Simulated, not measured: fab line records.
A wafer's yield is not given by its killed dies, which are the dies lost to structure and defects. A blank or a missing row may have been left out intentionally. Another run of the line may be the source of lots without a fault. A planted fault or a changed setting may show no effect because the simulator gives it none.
fab line records    flow n5-finfet    part 1 of 2: steps 1 to 18 of 28
record lots=5  wafers=15  last-day=16
route steps=1938 shown BEOL_M4@1028
lots that met no fault: taken from a fault-free run of the same line
start-h: hours from the record's first day to the start of the lot's first wafer shown    wait-h: time in hours since the lot's previous step    " repeats the value in the row above    L1.1+2: a single row standing in for several wafers    - no value, or no start given    * or withheld: withheld    < > ~ a bound
route shown NAME@n: a module of which the file shows steps, and the number in the route of the first    usual: mean/standard deviation taken from wafers without a fault    same: alike in all rows    chamber/n: place in a boat    sites: each site's reading    _std_site: the values' standard deviation    _edge_site: mean of outer sites minus mean of inner sites    radius-mm: how far each site lies from the wafer's centre    mask NAME#n: copy n    behind: the most recent tool/chamber to have shaped the wafer    hold: what put the lot on hold/how long, in hours/how the hold closed    device: which transistor (n, p or np) failed to switch    end of line: tests run on the same wafers once the route is complete    step lacking rows: just its recipe    killed: at the first sort, the dies lost to defects and structure; wafer yield is something else    map: the dies of a wafer, with x for killed, . for not killed, _ for no die there
set.NAME: setting as actually run; set.NAME@STEP: the setting as run at that earlier step    model.NAME: the simulator's own value behind a step, which no gauge read
lots at some steps of the route; a table a step, a row a wafer
services: when a tool's chamber went out of use (start-h, in hours from the record's first day, below 0 if earlier), for how many hours, and the reason
## steps
# step N5_BEOL_M4_COAT_05
# recipe resist=CAR-EUV  spin-rpm=1500  resist-thk-nm=30
# usual dispense-pressure-kPa=51.0/1.6  resist-line-temp-C=22.99/0.1
lot.wafer  tool            chamber  start-h  wait-h  dispense-pressure-kPa  resist-line-temp-C
L074.4     litho-track-02  0        -        -       47.0                   23.06
L074.5     "               0        "        "       46.9                   23.02
L074.6     "               0        "        "       46.9                   23.11
L078.2     litho-track-03  0        -        -       51.4                   22.85
L078.4     "               0        "        "       51.4                   23.00
L078.5     "               0        "        "       51.4                   22.96
L081.1     litho-track-04  0        -        -       51.9                   23.03
L081.3     "               0        "        "       51.9                   22.95
L081.4     "               0        "        "       51.9                   22.89
L088.2     litho-track-03  0        -        -       51.5                   22.92
L088.4     "               0        "        "       51.4                   23.07
L088.6     "               0        "        "       51.4                   23.11
L090.3     litho-track-03  0        -        -       51.4                   23.01
L090.4     "               0        "        "       51.4                   22.92
L090.6     "               0        "        "       51.5                   22.83
# step N5_BEOL_M4_EBR_07
# recipe solvent=PGMEA  ebr-width-mm=1.5
# usual resist-line-temp-C=22.99/0.1
lot.wafer  tool            chamber  start-h  wait-h  resist-line-temp-C
L074.4     litho-track-02  0        -        -       23.07
L074.5     "               0        "        "       23.12
L074.6     "               0        "        "       23.18
L078.2     litho-track-03  0        -        -       22.96
L078.4     "               0        "        "       23.21
L078.5     "               0        "        "       23.05
L081.1     litho-track-04  0        -        -       23.22
L081.3     "               0        "        "       23.02
L081.4     "               0        "        "       23.01
L088.2     litho-track-03  0        -        -       22.96
L088.4     "               0        "        "       23.01
L088.6     "               0        "        "       23.06
L090.3     litho-track-03  0        -        -       22.95
L090.4     "               0        "        "       23.06
L090.6     "               0        "        "       23.02
# step N5_BEOL_M4_SOFTBAKE_06
# recipe temp-c=110  time-s=60  resist=CAR-EUV
# usual resist-line-temp-C=22.98/0.11
lot.wafer  tool            chamber  start-h  wait-h  resist-line-temp-C
L074.4     litho-track-02  0        -        -       23.08
L074.5     "               0        "        "       22.97
L074.6     "               0        "        "       23.10
L078.2     litho-track-03  0        -        -       23.08
L078.4     "               0        "        "       22.88
L078.5     "               0        "        "       23.18
L081.1     litho-track-04  0        -        -       22.90
L081.3     "               0        "        "       22.90
L081.4     "               0        "        "       22.96
L088.2     litho-track-03  0        -        -       23.12
L088.4     "               0        "        "       23.28
L088.6     "               0        "        "       23.07
L090.3     litho-track-03  0        -        -       22.82
L090.4     "               0        "        "       22.97
L090.6     "               0        "        "       22.83
# step N5_BEOL_M4_EXPOSE_08
# recipe mask-id=M4  na=0.33  source-shape=dipole  sigma-inner=0.369  sigma-outer=0.767  polarization=unpolarized  dose-mj=41.25
# usual focus-offset-nm=-0.1/0.43
# same sigma-inner=0.369
lot.wafer  tool            chamber  start-h  wait-h  mask  focus-offset-nm
L074.4     euv-scanner-01  0        153.69   -       M4#0  0.5
L074.5     "               0        "        "       M4#0  -0.4
L074.6     "               0        "        "       M4#0  -0.5
L078.2     euv-scanner-02  0        182.94   -       M4#0  0.1
L078.4     "               0        "        "       M4#0  0.9
L078.5     "               0        "        "       M4#0  0.7
L081.1     euv-scanner-01  0        200.44   -       M4#0  0.1
L081.3     "               0        "        "       M4#0  0.1
L081.4     "               0        "        "       M4#0  0.2
L088.2     euv-scanner-02  0        256.54   -       M4#0  -0.8
L088.4     "               0        "        "       M4#0  0.2
L088.6     "               0        "        "       M4#0  0.4
L090.3     euv-scanner-01  0        261.34   -       M4#0  0.0
L090.4     "               0        "        "       M4#0  -0.2
L090.6     "               0        "        "       M4#0  -0.2
# step N5_BEOL_M4_PEB_09
# recipe peb-temp-c=100  peb-time-s=60  resist=CAR-EUV
# usual resist-line-temp-C=23.00/0.11
lot.wafer  tool            chamber  start-h  wait-h  resist-line-temp-C
L074.4     litho-track-04  0        153.74   0.0     23.00
L074.5     "               0        "        "       23.07
L074.6     "               0        "        "       23.12
L078.2     litho-track-03  0        183.00   0.1     22.94
L078.4     "               0        "        "       23.00
L078.5     "               0        "        "       22.91
L081.1     litho-track-04  0        200.51   0.1     22.92
L081.3     "               0        "        "       23.08
L081.4     "               0        "        "       23.03
L088.2     litho-track-03  0        256.60   0.1     22.81
L088.4     "               0        "        "       23.22
L088.6     "               0        "        "       22.90
L090.3     litho-track-02  0        261.39   0.0     22.88
L090.4     "               0        "        "       22.87
L090.6     "               0        "        "       22.96
# step N5_BEOL_M4_DEVELOP_10
# recipe develop-time-s=30  developer=TMAH  resist=CAR-EUV  rinse-liquid=surfactant-rinse  dry=air-spin  dev-temp-c=23
# usual developer-temp-C=22.98/0.098  resist-line-temp-C=23.00/0.1
# same develop-time-s=30
lot.wafer  tool            chamber  start-h  wait-h  developer-temp-C  resist-line-temp-C
L074.4     litho-track-04  0        -        -       22.90             23.10
L074.5     "               0        "        "       22.93             23.11
L074.6     "               0        "        "       22.89             22.96
L078.2     litho-track-03  0        -        -       23.05             23.12
L078.4     "               0        "        "       22.86             23.04
L078.5     "               0        "        "       22.85             23.02
L081.1     litho-track-04  0        -        -       22.92             23.02
L081.3     "               0        "        "       23.07             22.79
L081.4     "               0        "        "       22.90             23.02
L088.2     litho-track-03  0        -        -       23.06             22.91
L088.4     "               0        "        "       22.86             22.82
L088.6     "               0        "        "       22.95             23.12
L090.3     litho-track-02  0        -        -       22.97             23.09
L090.4     "               0        "        "       23.03             23.14
L090.6     "               0        "        "       23.00             23.20
# step N5_BEOL_M4_CD_MEAS_11
# recipe target-cd-nm=16.79  landing-energy-ev=500  detector=se-inlens  polarity=opening
# usual cd-nm=16.86/0.25
lot.wafer  tool       chamber  start-h  wait-h  cd-nm
L074.4     cd-sem-01  0        153.81   -       16.99
L074.5     "          0        "        "       16.83
L074.6     "          0        "        "       16.92
L078.2     cd-sem-02  0        183.06   -       17.06
L078.4     "          0        "        "       16.91
L078.5     "          0        "        "       17.05
L081.1     cd-sem-03  0        200.57   -       16.77
L081.3     "          0        "        "       16.53
L081.4     "          0        "        "       16.86
L088.2     cd-sem-03  0        256.66   -       17.09
L088.4     "          0        "        "       16.93
L088.6     "          0        "        "       17.15
L090.3     cd-sem-03  0        261.46   -       16.60
L090.4     "          0        "        "       16.55
L090.6     "          0        "        "       17.01
# step N5_BEOL_M4_OVL_MEAS_12
# recipe points-per-wafer=522
# usual M4_OVL=-0.3/0.6
# same points-per-wafer=522
lot.wafer  tool        chamber  start-h  wait-h  M4_OVL[nm]
L074.4     overlay-01  0        153.85   0.0     -0.8
L074.5     "           0        "        "       -0.2
L074.6     "           0        "        "       -0.9
L078.2     overlay-01  0        183.10   0.0     0.1
L078.4     "           0        "        "       -0.5
L078.5     "           0        "        "       -0.5
L081.1     overlay-01  0        200.60   0.0     0.4
L081.3     "           0        "        "       0.0
L081.4     "           0        "        "       -0.2
L088.2     overlay-01  0        256.71   0.0     -0.7
L088.4     "           0        "        "       0.7
L088.6     "           0        "        "       0.4
L090.3     overlay-01  0        261.50   0.0     0.3
L090.4     "           0        "        "       -1.0
L090.6     "           0        "        "       0.0
# step N5_BEOL_M4_INSPECT_13
# recipe mode=adi  inspect-instrument=brightfield
# usual raw-defect-count=435/95
lot.wafer  tool               chamber  start-h  wait-h  raw-defect-count
L074.4     defect-inspect-02  -        153.89   0.0     580
L074.5     "                  -        "        "       405
L074.6     "                  -        "        "       408
L078.2     defect-inspect-02  -        183.15   0.0     413
L078.4     "                  -        "        "       405
L078.5     "                  -        "        "       431
L081.1     defect-inspect-02  -        200.66   0.1     374
L081.3     "                  -        "        "       421
L081.4     "                  -        "        "       296
L088.2     defect-inspect-01  -        256.76   0.0     185
L088.4     "                  -        "        "       394
L088.6     "                  -        "        "       369
L090.3     defect-inspect-01  -        261.55   0.0     370
L090.4     "                  -        "        "       417
L090.6     "                  -        "        "       331
# step N5_BEOL_M4_DESCUM_16
# recipe chemistry=O2  time-s=7  source-power-w=50  bias-power-w=20  pressure-mtorr=20  rf-frequency-hz=2.712e+07  temp-c=40  resist=CAR-EUV  o2-flow-sccm=225
# usual drypump-motor-current-A=5.8/0.4  oes-product-au=0.76/0.092  rf-vpp-V=243.3/1.5  showerhead-plenum-p-Torr=2.11/0.082  throttle-valve-pct=20.51/0.24
lot.wafer  tool         chamber  start-h  wait-h  drypump-motor-current-A  oes-product-au  rf-hours-counter-h  rf-vpp-V  showerhead-plenum-p-Torr  throttle-valve-pct
L074.4     rie-diel-03  2        155.58   1.7     5.2                      0.70            -                   242.7     2.08                      20.87
L074.5     "            1        "        "       6.1                      0.68            -                   242.1     2.06                      20.28
L074.6     "            0        "        "       6.2                      0.71            -                   244.9     2.17                      20.68
L078.2     rie-diel-03  0        183.71   0.6     6.2                      0.70            205                 244.9     2.17                      20.70
L078.4     "            2        "        "       5.2                      0.69            -                   242.5     2.08                      20.87
L078.5     "            0        "        "       6.2                      0.70            -                   243.9     2.17                      20.70
L081.1     rie-diel-05  0        200.78   0.1     6.1                      0.70            243                 239.5     1.98                      20.36
L081.3     "            3        "        "       6.1                      0.73            209                 242.7     2.00                      20.49
L081.4     "            2        "        "       6.1                      0.74            180                 245.0     2.18                      20.74
L088.2     rie-diel-01  3        256.79   0.0     5.7                      0.87            38                  245.1     2.22                      20.74
L088.4     "            1        "        "       6.1                      0.85            65                  243.6     2.11                      20.14
L088.6     "            1        "        "       6.1                      0.85            -                   242.1     2.11                      20.13
L090.3     rie-diel-01  0        261.58   0.0     5.2                      0.77            130                 243.9     2.19                      20.47
L090.4     "            2        "        "       5.5                      0.85            72                  244.0     2.12                      20.34
L090.6     "            3        "        "       5.7                      0.88            -                   245.8     2.22                      20.72
# step N5_BEOL_M4_ETCH_74
# recipe chemistry=N2/H2  target=underlayer  target-depth-a=65  mask-material=CAR-EUV  time-s=5.2  ion-energy-ev=200  pressure-mtorr=30  source-w=840  bias-w=150  n2-flow-sccm=200  h2-flow-sccm=200  ends=cleared
# usual drypump-motor-current-A=5.8/0.4  etch-rf-on-time-s=5.26/0.12  oes-product-au=0.65/0.079  rf-vpp-V=524/3.1  showerhead-plenum-p-Torr=2.55/0.1  throttle-valve-pct=17.87/0.19
lot.wafer  tool         chamber  start-h  wait-h  drypump-motor-current-A  etch-rf-on-time-s  oes-product-au  rf-hours-counter-h  rf-vpp-V  showerhead-plenum-p-Torr  throttle-valve-pct
L074.4     rie-diel-03  2        155.61   0.0     5.2                      5.15               0.58            -                   523       2.49                      18.04
L074.5     "            1        "        "       6.1                      5.20               0.59            -                   524       2.51                      17.83
L074.6     "            0        "        "       6.2                      5.24               0.60            -                   527       2.63                      18.03
L078.2     rie-diel-03  0        183.74   0.0     6.2                      5.31               0.59            205                 527       2.63                      18.05
L078.4     "            2        "        "       5.2                      5.14               0.58            -                   524       2.49                      18.05
L078.5     "            0        "        "       6.2                      5.29               0.60            -                   526       2.62                      18.05
L081.1     rie-diel-05  0        200.81   0.0     6.1                      5.15               0.60            243                 519       2.40                      17.84
L081.3     "            3        "        "       6.2                      5.17               0.62            209                 520       2.41                      17.79
L081.4     "            2        "        "       6.1                      5.28               0.62            180                 526       2.63                      18.03
L088.2     rie-diel-01  3        256.83   0.0     5.7                      5.27               0.74            38                  528       2.71                      18.14
L088.4     "            1        "        "       6.1                      5.06               0.74            65                  524       2.58                      17.69
L088.6     "            1        "        "       6.1                      5.08               0.72            -                   523       2.58                      17.68
L090.3     rie-diel-01  0        261.62   0.0     5.1                      5.34               0.63            130                 528       2.65                      17.80
L090.4     "            2        "        "       5.5                      5.19               0.71            72                  523       2.58                      17.74
L090.6     "            3        "        "       5.7                      5.26               0.74            -                   528       2.71                      18.14
# step N5_BEOL_M4_ETCH_63
# recipe chemistry=CF4  target=SiARC  target-depth-a=156  mask-material=CAR-EUV  time-s=26  ion-energy-ev=80  pressure-mtorr=40  source-w=545  bias-w=36  Ar_flow_sccm=100  cf4-flow-sccm=100  ends=cleared
# usual drypump-motor-current-A=5.8/0.4  etch-rf-on-time-s=26.4/0.66  oes-product-au=0.65/0.079  rf-vpp-V=184.2/1.2  showerhead-plenum-p-Torr=2.15/0.081  throttle-valve-pct=15.69/0.23
lot.wafer  tool         chamber  start-h  wait-h  drypump-motor-current-A  etch-rf-on-time-s  oes-product-au  rf-hours-counter-h  rf-vpp-V  showerhead-plenum-p-Torr  throttle-valve-pct
L074.4     rie-diel-03  2        155.63   0.0     5.2                      26.2               0.59            -                   184.8     2.12                      15.92
L074.5     "            1        "        "       6.1                      26.4               0.58            -                   182.3     2.11                      15.58
L074.6     "            0        "        "       6.2                      26.8               0.59            -                   184.4     2.22                      15.87
L078.2     rie-diel-03  0        183.76   0.0     6.2                      26.7               0.59            205                 185.6     2.22                      15.89
L078.4     "            2        "        "       5.2                      25.7               0.58            -                   184.3     2.11                      15.96
L078.5     "            0        "        "       6.2                      26.7               0.58            -                   186.0     2.22                      15.91
L081.1     rie-diel-05  0        200.83   0.0     6.1                      25.6               0.59            243                 182.3     2.03                      15.60
L081.3     "            3        "        "       6.1                      25.7               0.62            209                 182.0     2.04                      15.67
L081.4     "            2        "        "       6.2                      26.6               0.63            180                 185.6     2.21                      15.80
L088.2     rie-diel-01  3        256.84   0.0     5.7                      26.2               0.74            38                  185.5     2.28                      15.90
L088.4     "            1        "        "       6.1                      25.7               0.72            65                  184.7     2.16                      15.36
L088.6     "            1        "        "       6.1                      25.6               0.73            -                   184.5     2.16                      15.34
L090.3     rie-diel-01  0        261.63   0.0     5.2                      27.1               0.63            130                 185.3     2.23                      15.66
L090.4     "            2        "        "       5.5                      26.4               0.71            72                  185.5     2.16                      15.45
L090.6     "            3        "        "       5.7                      26.3               0.73            -                   184.6     2.28                      15.91
# step N5_BEOL_M4_ETCH_64
# recipe chemistry=N2/H2  target=SOC  target-depth-a=750  overetch-a=225  mask-material=SiARC  temp-c=40  time-s=121.9  ion-energy-ev=200  pressure-mtorr=30  source-w=840  bias-w=150  n2-flow-sccm=200  h2-flow-sccm=200
# usual drypump-motor-current-A=5.8/0.4  oes-product-au=0.58/0.065  rf-vpp-V=524.2/2.9  showerhead-plenum-p-Torr=2.55/0.1  throttle-valve-pct=17.83/0.19
lot.wafer  tool         chamber  start-h  wait-h  drypump-motor-current-A  oes-product-au  rf-hours-counter-h  rf-vpp-V  showerhead-plenum-p-Torr  throttle-valve-pct
L074.4     rie-diel-03  2        155.70   0.1     5.2                      0.52            -                   522.7     2.49                      17.99
L074.5     "            1        "        "       6.1                      0.52            -                   522.3     2.51                      17.81
L074.6     "            0        "        "       6.2                      0.53            -                   525.6     2.63                      17.99
L078.2     rie-diel-03  0        183.79   0.0     6.2                      0.54            205                 527.1     2.63                      18.00
L078.4     "            2        "        "       5.2                      0.51            -                   522.5     2.49                      17.99
L078.5     "            0        "        "       6.2                      0.54            -                   526.5     2.63                      18.01
L081.1     rie-diel-05  0        200.86   0.0     6.1                      0.53            243                 520.3     2.40                      17.78
L081.3     "            3        "        "       6.1                      0.54            209                 519.0     2.41                      17.75
L081.4     "            2        "        "       6.1                      0.56            180                 526.7     2.63                      18.00
L088.2     rie-diel-01  3        256.87   0.0     5.7                      0.67            38                  528.2     2.71                      18.10
L088.4     "            1        "        "       6.1                      0.64            65                  526.5     2.58                      17.63
L088.6     "            1        "        "       6.1                      0.64            -                   526.1     2.58                      17.63
L090.3     rie-diel-01  0        261.66   0.0     5.1                      0.58            130                 525.4     2.65                      17.76
L090.4     "            2        "        "       5.5                      0.64            72                  523.1     2.58                      17.70
L090.6     "            3        "        "       5.7                      0.65            -                   528.1     2.70                      18.09
# step N5_BEOL_M4_STRIP_65
# recipe chemistry=N2/H2  temp-c=40  n2-flow-sccm=200  h2-flow-sccm=200  rf-frequency-hz=6e+07
lot.wafer   tool         chamber  start-h  wait-h
L074.4+5+6  rie-diel-03  2,1,0    155.76   0.0
L078.2+4+5  rie-diel-03  0,2,0    183.90   0.1
L081.1+3+4  rie-diel-05  0,3,2    200.97   0.1
L088.2+4+6  rie-diel-01  3,1,1    256.98   0.1
L090.3+4+6  rie-diel-01  0,2,3    261.77   0.1
# step N5_BEOL_M4_STRIP_75
# recipe chemistry=N2/H2  temp-c=40  n2-flow-sccm=200  h2-flow-sccm=200  rf-frequency-hz=6e+07
lot.wafer   tool         chamber  start-h  wait-h
L074.4+5+6  rie-diel-03  2,1,0    155.77   0.0
L078.2+4+5  rie-diel-03  0,2,0    183.91   0.0
L081.1+3+4  rie-diel-05  0,3,2    200.98   0.0
L088.2+4+6  rie-diel-01  3,1,1    256.99   0.0
L090.3+4+6  rie-diel-01  0,2,3    261.78   0.0
# step N5_BEOL_M4_STRIP_66
# recipe chemistry=CF4  resist=SiARC  power-w=300  bias-power-w=75  pressure-mtorr=50  cf4-flow-sccm=150  rf-frequency-hz=6e+07
# usual drypump-motor-current-A=5.8/0.4  oes-product-au=0.75/0.085  rf-vpp-V=271.3/1.7  showerhead-plenum-p-Torr=1.80/0.067  throttle-valve-pct=13.68/0.25
lot.wafer  tool         chamber  start-h  wait-h  drypump-motor-current-A  oes-product-au  rf-hours-counter-h  rf-vpp-V  showerhead-plenum-p-Torr  throttle-valve-pct
L074.4     rie-diel-03  2        155.78   0.0     5.2                      0.68            -                   271.8     1.76                      13.88
L074.5     "            1        "        "       6.1                      0.67            -                   271.0     1.78                      13.64
L074.6     "            0        "        "       6.2                      0.70            -                   272.6     1.87                      13.87
L078.2     rie-diel-03  0        183.92   0.0     6.2                      0.69            205                 273.6     1.86                      13.92
L078.4     "            2        "        "       5.2                      0.67            -                   271.2     1.76                      13.93
L078.5     "            0        "        "       6.2                      0.69            -                   272.1     1.86                      13.91
L081.1     rie-diel-05  0        200.99   0.0     6.1                      0.68            243                 269.5     1.70                      13.63
L081.3     "            3        "        "       6.1                      0.71            209                 268.4     1.72                      13.71
L081.4     "            2        "        "       6.1                      0.73            180                 274.0     1.85                      13.77
L088.2     rie-diel-01  3        257.00   0.0     5.7                      0.86            38                  273.8     1.92                      13.84
L088.4     "            1        "        "       6.1                      0.83            65                  271.6     1.80                      13.25
L088.6     "            1        "        "       6.1                      0.83            -                   271.8     1.80                      13.27
L090.3     rie-diel-01  0        261.79   0.0     5.2                      0.76            130                 271.2     1.88                      13.65
L090.4     "            2        "        "       5.5                      0.84            72                  268.4     1.82                      13.43
L090.6     "            3        "        "       5.7                      0.87            -                   273.9     1.92                      13.85
# step N5_BEOL_M4_HM_OPEN_17
# recipe chemistry=Cl2/BCl3  target-depth-a=200  overetch-a=60  target=TiN  mask-material=SOC  ion-energy-ev=150  pressure-mtorr=10  icp-w=1000  bias-w=126  Cl2_flow_sccm=53.25  bcl3-flow-sccm=21.75  Ar_flow_sccm=25
# usual drypump-motor-current-A=6.04/0.28  oes-product-au=0.68/0.088  throttle-valve-pct=22.01/0.14
lot.wafer  tool          chamber  start-h  wait-h  drypump-motor-current-A  oes-product-au  rf-hours-counter-h  throttle-valve-pct
L074.4     rie-metal-01  1        155.91   0.1     6.38                     0.62            -                   21.85
L074.5     "             1        "        "       6.39                     0.62            -                   21.85
L074.6     "             1        "        "       6.40                     0.63            -                   21.84
L078.2     rie-metal-02  1        183.96   0.0     6.25                     0.57            93                  21.91
L078.4     "             1        "        "       6.26                     0.58            -                   21.89
L078.5     "             1        "        "       6.30                     0.56            -                   21.91
L081.1     rie-metal-02  0        201.03   0.0     5.61                     0.77            10                  22.10
L081.3     "             0        "        "       5.61                     0.78            -                   22.08
L081.4     "             1        "        "       6.28                     0.57            -                   21.89
L088.2     rie-metal-01  1        257.04   0.0     6.41                     0.60            64                  21.87
L088.4     "             1        "        "       6.40                     0.60            -                   21.86
L088.6     "             1        "        "       6.42                     0.61            -                   21.85
L090.3     rie-metal-01  1        261.86   0.1     6.38                     0.60            -                   21.88
L090.4     "             0        "        "       5.95                     0.79            -                   22.03
L090.6     "             1        "        "       6.39                     0.59            -                   21.88
# step N5_BEOL_M4_STRIP_19
# recipe chemistry=O2  power-w=400  temp-c=40  pressure-mtorr=30  rf-frequency-hz=6e+07  bias-power-w=0  overash-fraction=0.2  o2-flow-sccm=225
# usual drypump-motor-current-A=5.7/0.42  oes-product-au=0.78/0.095  rf-vpp-V=3.7/0.47  showerhead-plenum-p-Torr=2.11/0.08  throttle-valve-pct=16.75/0.26
lot.wafer  tool         chamber  start-h  wait-h  drypump-motor-current-A  oes-product-au  rf-hours-counter-h  rf-vpp-V  showerhead-plenum-p-Torr  throttle-valve-pct
L074.4     rie-diel-03  0        156.17   0.2     6.2                      0.70            -                   3.5       2.18                      16.92
L074.5     "            2        "        "       5.2                      0.69            -                   3.8       2.09                      17.09
L074.6     "            1        "        "       6.1                      0.67            -                   3.0       2.06                      16.59
L078.2     rie-diel-01  3        184.13   0.1     5.7                      0.93            11                  3.8       2.24                      16.85
L078.4     "            2        "        "       5.5                      0.89            44                  4.2       2.13                      16.50
L078.5     "            3        "        "       5.7                      0.94            -                   3.7       2.24                      16.84
L081.1     rie-diel-01  0        201.18   0.1     5.1                      0.79            109                 4.0       2.20                      16.65
L081.3     "            1        "        "       6.1                      0.88            46                  2.8       2.12                      16.38
L081.4     "            3        "        "       5.7                      0.92            18                  4.0       2.23                      16.83
L088.2     rie-diel-01  1        257.16   0.1     6.1                      0.85            65                  3.9       2.12                      16.39
L088.4     "            2        "        "       5.5                      0.85            71                  3.9       2.13                      16.55
L088.6     "            2        "        "       5.5                      0.85            -                   4.2       2.12                      16.51
L090.3     rie-diel-05  0        261.94   0.1     6.1                      0.92            12                  3.8       2.24                      16.24
L090.4     "            0        "        "       6.1                      0.94            -                   4.2       2.24                      16.24
L090.6     "            2        "        "       6.1                      0.72            -                   3.5       2.17                      17.00
